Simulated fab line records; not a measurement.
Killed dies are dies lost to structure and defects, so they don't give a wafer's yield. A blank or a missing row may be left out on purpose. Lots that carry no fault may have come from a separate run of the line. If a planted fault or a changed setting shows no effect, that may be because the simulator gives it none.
Chamber matching || flow n5Finfet || N5_MIM_TOP_ETCH_STRIP_01 on rieDiel-03: 4 sister chambers
The step strips in O2. 18 wafers are shown with their chamber, then 9 later ones without.

== WAFERS, EACH WITH ITS CHAMBER ==
{"wafer": "L076.3", "chamber": 0, "showerheadPlenumPTorr (Torr)": 2.22, "drypumpMotorCurrentA (A)": 5.3, "throttleValvePct (%)": 16.34}
{"wafer": "L076.4", "chamber": 2, "showerheadPlenumPTorr (Torr)": 1.98, "drypumpMotorCurrentA (A)": 5.2, "throttleValvePct (%)": 16.28}
{"wafer": "L076.6", "chamber": 2, "showerheadPlenumPTorr (Torr)": 1.98, "drypumpMotorCurrentA (A)": 5.2, "throttleValvePct (%)": 16.29}
{"wafer": "L077.3", "chamber": 0, "showerheadPlenumPTorr (Torr)": 2.22, "drypumpMotorCurrentA (A)": 5.2, "throttleValvePct (%)": 16.35}
{"wafer": "L077.4", "chamber": 3, "showerheadPlenumPTorr (Torr)": 2.14, "drypumpMotorCurrentA (A)": 5.8, "throttleValvePct (%)": 16.63}
{"wafer": "L077.6", "chamber": 1, "showerheadPlenumPTorr (Torr)": 2.19, "drypumpMotorCurrentA (A)": 6.0, "throttleValvePct (%)": 16.20}
{"wafer": "L082.1", "chamber": 2, "showerheadPlenumPTorr (Torr)": 1.98, "drypumpMotorCurrentA (A)": 5.2, "throttleValvePct (%)": 16.26}
{"wafer": "L082.4", "chamber": 0, "showerheadPlenumPTorr (Torr)": 2.22, "drypumpMotorCurrentA (A)": 5.3, "throttleValvePct (%)": 16.37}
{"wafer": "L082.5", "chamber": 0, "showerheadPlenumPTorr (Torr)": 2.22, "drypumpMotorCurrentA (A)": 5.3, "throttleValvePct (%)": 16.38}
{"wafer": "L083.1", "chamber": 3, "showerheadPlenumPTorr (Torr)": 2.14, "drypumpMotorCurrentA (A)": 5.8, "throttleValvePct (%)": 16.65}
{"wafer": "L083.2", "chamber": 1, "showerheadPlenumPTorr (Torr)": 2.19, "drypumpMotorCurrentA (A)": 5.9, "throttleValvePct (%)": 16.23}
{"wafer": "L083.5", "chamber": 3, "showerheadPlenumPTorr (Torr)": 2.14, "drypumpMotorCurrentA (A)": 5.9, "throttleValvePct (%)": 16.65}
{"wafer": "L085.2", "chamber": 0, "showerheadPlenumPTorr (Torr)": 2.22, "drypumpMotorCurrentA (A)": 5.3, "throttleValvePct (%)": 16.39}
{"wafer": "L085.4", "chamber": 2, "showerheadPlenumPTorr (Torr)": 1.98, "drypumpMotorCurrentA (A)": 5.2, "throttleValvePct (%)": 16.31}
{"wafer": "L085.6", "chamber": 1, "showerheadPlenumPTorr (Torr)": 2.19, "drypumpMotorCurrentA (A)": 5.9, "throttleValvePct (%)": 16.30}
{"wafer": "L088.2", "chamber": 2, "showerheadPlenumPTorr (Torr)": 1.98, "drypumpMotorCurrentA (A)": 5.2, "throttleValvePct (%)": 16.30}
{"wafer": "L088.5", "chamber": 2, "showerheadPlenumPTorr (Torr)": 1.97, "drypumpMotorCurrentA (A)": 5.2, "throttleValvePct (%)": 16.30}
{"wafer": "L088.6", "chamber": 1, "showerheadPlenumPTorr (Torr)": 2.18, "drypumpMotorCurrentA (A)": 6.0, "throttleValvePct (%)": 16.31}

SIGNATURES (means of the wafers above)
{"reading": "showerheadPlenumPTorr", "chamber 0": 2.2200, "chamber 1": 2.1875, "chamber 2": 1.9783, "chamber 3": 2.1400, "scatter within a chamber": 0.00336}
{"reading": "drypumpMotorCurrentA", "chamber 0": 5.280, "chamber 1": 5.950, "chamber 2": 5.200, "chamber 3": 5.833, "scatter within a chamber": 0.042}
{"reading": "throttleValvePct", "chamber 0": 16.3660, "chamber 1": 16.2600, "chamber 2": 16.2900, "chamber 3": 16.6433, "scatter within a chamber": 0.0295}
Rule: distance of a wafer from a chamber = root of the sum over the readings of ((wafer's reading minus chamber's mean) / reading's scatter) squared. If the next closest chamber is less than 2 further off than the closest, the wafer can't be placed; otherwise it belongs to the closest. The scatter: take each reading less its chamber's mean, square it, sum over the shown wafers, divide by the number of wafers less the number of chambers, and take the root.

== WAFERS WHOSE CHAMBER IS MISSING ==
{"wafer": "L084.1", "showerheadPlenumPTorr (Torr)": 2.14, "drypumpMotorCurrentA (A)": 5.9, "throttleValvePct (%)": 16.65}
{"wafer": "L084.5", "showerheadPlenumPTorr (Torr)": 2.13, "drypumpMotorCurrentA (A)": 5.9, "throttleValvePct (%)": 16.63}
{"wafer": "L084.6", "showerheadPlenumPTorr (Torr)": 2.21, "drypumpMotorCurrentA (A)": 5.2, "throttleValvePct (%)": 16.37}
{"wafer": "L089.3", "showerheadPlenumPTorr (Torr)": 2.18, "drypumpMotorCurrentA (A)": 6.0, "throttleValvePct (%)": 16.26}
{"wafer": "L089.4", "showerheadPlenumPTorr (Torr)": 2.21, "drypumpMotorCurrentA (A)": 5.3, "throttleValvePct (%)": 16.39}
{"wafer": "L089.5", "showerheadPlenumPTorr (Torr)": 1.97, "drypumpMotorCurrentA (A)": 5.2, "throttleValvePct (%)": 16.34}
{"wafer": "L092.2", "showerheadPlenumPTorr (Torr)": 2.18, "drypumpMotorCurrentA (A)": 6.0, "throttleValvePct (%)": 16.27}
{"wafer": "L092.5", "showerheadPlenumPTorr (Torr)": 2.21, "drypumpMotorCurrentA (A)": 5.3, "throttleValvePct (%)": 16.42}
{"wafer": "L092.6", "showerheadPlenumPTorr (Torr)": 2.13, "drypumpMotorCurrentA (A)": 5.9, "throttleValvePct (%)": 16.64}

== THE CHAMBER EACH PASSED THROUGH ==
{"wafer": "L084.1", "from the rows above": 3, "in truth": 3}
{"wafer": "L084.5", "from the rows above": 3, "in truth": 3}
{"wafer": "L084.6", "from the rows above": 0, "in truth": 0}
{"wafer": "L089.3", "from the rows above": 1, "in truth": 1}
{"wafer": "L089.4", "from the rows above": 0, "in truth": 0}
{"wafer": "L089.5", "from the rows above": 2, "in truth": 2}
{"wafer": "L092.2", "from the rows above": 1, "in truth": 1}
{"wafer": "L092.5", "from the rows above": 0, "in truth": 0}
{"wafer": "L092.6", "from the rows above": 3, "in truth": 3}
Correctly placed: 9 of 9. Can't be placed from these rows: 0. Wrongly placed: 0.
